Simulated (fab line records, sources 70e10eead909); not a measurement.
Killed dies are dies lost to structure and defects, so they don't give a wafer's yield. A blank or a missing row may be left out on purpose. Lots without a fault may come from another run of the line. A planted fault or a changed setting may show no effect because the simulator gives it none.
Chamber matching | flow nand_harc | NHARC_P_M1_DEP_33 on pecvd-04: 3 sister chambers
The step deposits SiCN, target thk 30 nm. 3 wafers are shown with their chamber, then 8 later ones without.

WAFERS WITH THEIR CHAMBER
wafer  | chamber | heater_power_w (W)
L076.6 | 1       | 528
L083.6 | 2       | 630
L084.1 | 0       | 678

WAFERS WITHOUT THEIR CHAMBER
wafer  | heater_power_w (W)
L084.2 | 624
L084.4 | 695
L085.1 | 582
L085.3 | 685
L085.6 | 591
L095.4 | 635
L095.5 | 596
L095.6 | 583

WHICH CHAMBER EACH WENT THROUGH
wafer  | from the rows above          | in truth
L084.2 | can't be placed: 2 or 0      | 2
L084.4 | can't be placed: 0 or 2      | 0
L085.1 | can't be placed: 2 or 1 or 0 | 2
L085.3 | can't be placed: 0 or 2      | 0
L085.6 | can't be placed: 2 or 1 or 0 | 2
L095.4 | can't be placed: 2 or 0      | 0
L095.5 | can't be placed: 2 or 1 or 0 | 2
L095.6 | can't be placed: 2 or 1 or 0 | 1
Placed correctly: 0 of 8. Can't be placed from these rows: 8 (the true chamber is among the candidates in 8). Placed wrongly: 0.
How it was worked out, from the rows above alone: a wafer's distance from a chamber is the root of the sum, over the readings, of the square of ((its reading less the chamber's mean) divided by the reading's scatter). The wafer belongs to the nearest chamber; if the next one is less than 2 further off, it can't be placed. A chamber's mean is the mean of its shown wafers. The scatter: with one shown wafer a chamber, the root of the mean of the squares of how far each hidden wafer lies from its nearest shown one.
